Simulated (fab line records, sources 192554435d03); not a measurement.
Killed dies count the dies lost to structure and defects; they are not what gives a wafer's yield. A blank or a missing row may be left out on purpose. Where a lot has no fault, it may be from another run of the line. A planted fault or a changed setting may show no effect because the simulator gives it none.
The tool behind it: which one? + flow n5Finfet + 12 lots with 33 wafers sampled at 4 steps, on a route of 1938 steps

== WHAT THE GAUGES READ, wafer by wafer ==
N5_BEOL_M10_CD_MEAS_35 targets a cd of 70 nm. Usual: 70.4 nm for cdNm, sd 0.59.
| lot  | measured     | on       | cdNm (nm)      | flag |
|------|--------------|----------|----------------|------|
| L498 | day 10 12:33 | cdSem-01 | 70.2 69.6 70.4 |      |
| L503 | day 11 10:59 | cdSem-03 | 71.3 71.3 70.9 |      |
| L500 | day 11 11:09 | cdSem-02 | 69.9 70.1 70.3 |      |
| L501 | day 11 20:30 | cdSem-01 | 70.6 69.7 70.5 |      |
| L506 | day 12 10:25 | cdSem-02 | 69.4 70.6 69.8 |      |
| L507 | day 12 18:40 | cdSem-01 | 70.0 70.9 70.9 |      |
| L508 | day 13 11:57 | cdSem-03 | 70.3 70.5 70.6 |      |
| L512 | day 13 21:17 | cdSem-02 | 70.3 70.4 71.4 |      |
| L514 | day 13 23:51 | cdSem-03 | 70.9 71.3      |      |
| L511 | day 14 03:50 | cdSem-02 | 71.6 70.6      |      |
| L515 | day 15 01:16 | cdSem-01 | 70.3 70.7      |      |
| L517 | day 15 07:49 | cdSem-02 | 70.6 70.6 70.0 |      |

N5_BEOL_M11_THK_MEAS_01. Usual: M11_ILD_THK 268 nm, standard deviation 3.5.
| lot  | measured     | on           | M11_ILD_THK (nm) | flag |
|------|--------------|--------------|------------------|------|
| L498 | day 10 16:26 | filmMetro-01 | 270 272 272      |      |
| L503 | day 11 13:55 | filmMetro-02 | 265 273 270      |      |
| L500 | day 11 14:05 | filmMetro-02 | 264 266 267      |      |
| L501 | day 11 23:52 | filmMetro-02 | 272 270 273      |      |
| L506 | day 12 14:11 | filmMetro-02 | 263 270 267      |      |
| L507 | day 12 21:24 | filmMetro-02 | 263 265 268      |      |
| L508 | day 13 14:46 | filmMetro-01 | 267 267 269      |      |
| L512 | day 14 00:54 | filmMetro-02 | 268 268 269      |      |
| L514 | day 14 04:04 | filmMetro-01 | 248 271          |      |
| L511 | day 14 08:53 | filmMetro-01 | 250 272          |      |
| L515 | day 15 04:01 | filmMetro-01 | 254 275          |      |
| L517 | day 15 10:46 | filmMetro-01 | 269 273 271      |      |

== WHAT TOOL EACH LOT RAN ON (gives the tool, then ch and the chambers of the sampled wafers, and finally the start) ==
| lot  | N5_BEOL_M10_SURFACE_TREAT_76 | N5_BEOL_M11_ILD_DEP_00          |
|------|------------------------------|---------------------------------|
| L498 | pvdSputter-02, day 10 13:56  | pecvd-04 ch 1,2, day 10 15:50   |
| L503 | pvdSputter-03, day 11 12:02  | pecvd-02 ch 0,2, day 11 13:19   |
| L500 | pvdSputter-03, day 11 12:16  | pecvd-04 ch 0,2, day 11 13:29   |
| L501 | pvdSputter-03, day 11 21:38  | pecvd-02 ch 0,2, day 11 23:17   |
| L506 | pvdSputter-03, day 12 11:47  | pecvd-02 ch 0,1, day 12 13:34   |
| L507 | pvdSputter-03, day 12 19:33  | pecvd-04 ch 0,2, day 12 20:49   |
| L508 | pvdSputter-01, day 13 12:49  | pecvd-03 ch 0,1,2, day 13 14:11 |
| L512 | pvdSputter-03, day 13 22:13  | pecvd-02 ch 0,1, day 14 00:19   |
| L514 | pvdSputter-03, day 14 00:50  | pecvd-02 ch 0, day 14 03:00     |
| L511 | pvdSputter-03, day 14 05:14  | pecvd-02 ch 1, day 14 08:04     |
| L515 | pvdSputter-01, day 15 02:16  | pecvd-02 ch 1,2, day 15 03:28   |
| L517 | pvdSputter-02, day 15 08:48  | pecvd-04 ch 0,1,2, day 15 10:10 |
- N5_BEOL_M10_SURFACE_TREAT_76
- N5_BEOL_M11_ILD_DEP_00: deposits SiCOH lowk from DEMS/porogen, target thk 308.51 nm, time 58 s.

== AS READ BY THE TOOLS THEMSELVES (means over the sampled wafers that have a number; for cases with no such wafer, the mark the record gives instead) ==
N5_BEOL_M11_ILD_DEP_00. Usual: heaterPowerW 306 W, standard deviation 53; rfFwdPowerW 496.1 W, standard deviation 2; showerheadPlenumPTorr 5.744 Torr, standard deviation 0.014; throttleValvePct 13.9 %, standard deviation 0.73.
| lot  | tool     | heaterPowerW (W) | rfFwdPowerW (W) | showerheadPlenumPTorr (Torr) | throttleValvePct (%) | flag |
|------|----------|------------------|-----------------|------------------------------|----------------------|------|
| L498 | pecvd-04 | 303              | 495.3           | 5.748                        | 14.3                 |      |
| L503 | pecvd-02 | 342              | 496.3           | 5.745                        | 13.7                 |      |
| L500 | pecvd-04 | 238              | 496.3           | 5.747                        | 13.6                 |      |
| L501 | pecvd-02 | 321              | 494.5           | 5.749                        | 13.6                 |      |
| L506 | pecvd-02 | 340              | 495.4           | 5.736                        | 13.8                 |      |
| L507 | pecvd-04 | 225              | 499.5           | 5.745                        | 13.7                 |      |
| L508 | pecvd-03 | 330              | 496.5           | 5.754                        | 13.7                 |      |
| L512 | pecvd-02 | 331              | 496.9           | 5.737                        | 13.8                 |      |
| L514 | pecvd-02 | 365              | 493.1           | 5.739                        | 14.0                 |      |
| L511 | pecvd-02 | 311              | 494.5           | 5.737                        | 13.4                 |      |
| L515 | pecvd-02 | 289              | 495.0           | 5.747                        | 13.8                 |      |
| L517 | pecvd-04 | 272              | 498.3           | 5.750                        | 14.5                 |      |

== THE ANSWER, worked out from the rows above alone ==
Rule: a lot counts as off when the mean over its wafers that have a number is more than 3 standard deviations away from the usual mean. Also off: a lot with no number at a reading for which 4 or more lots have one. All remaining lots with rows at the step are treated as sound. After the gauges, taken in route order, come the tools' own readings; for these a lot's mean is taken, as printed above. At the first step where some lot is off, the reading lying furthest off is the one used; lots without a number count as furthest.
Nothing can be told from this: no lot is off at any reading shown.

== WHAT THE SIMULATOR HAD INSERTED ==
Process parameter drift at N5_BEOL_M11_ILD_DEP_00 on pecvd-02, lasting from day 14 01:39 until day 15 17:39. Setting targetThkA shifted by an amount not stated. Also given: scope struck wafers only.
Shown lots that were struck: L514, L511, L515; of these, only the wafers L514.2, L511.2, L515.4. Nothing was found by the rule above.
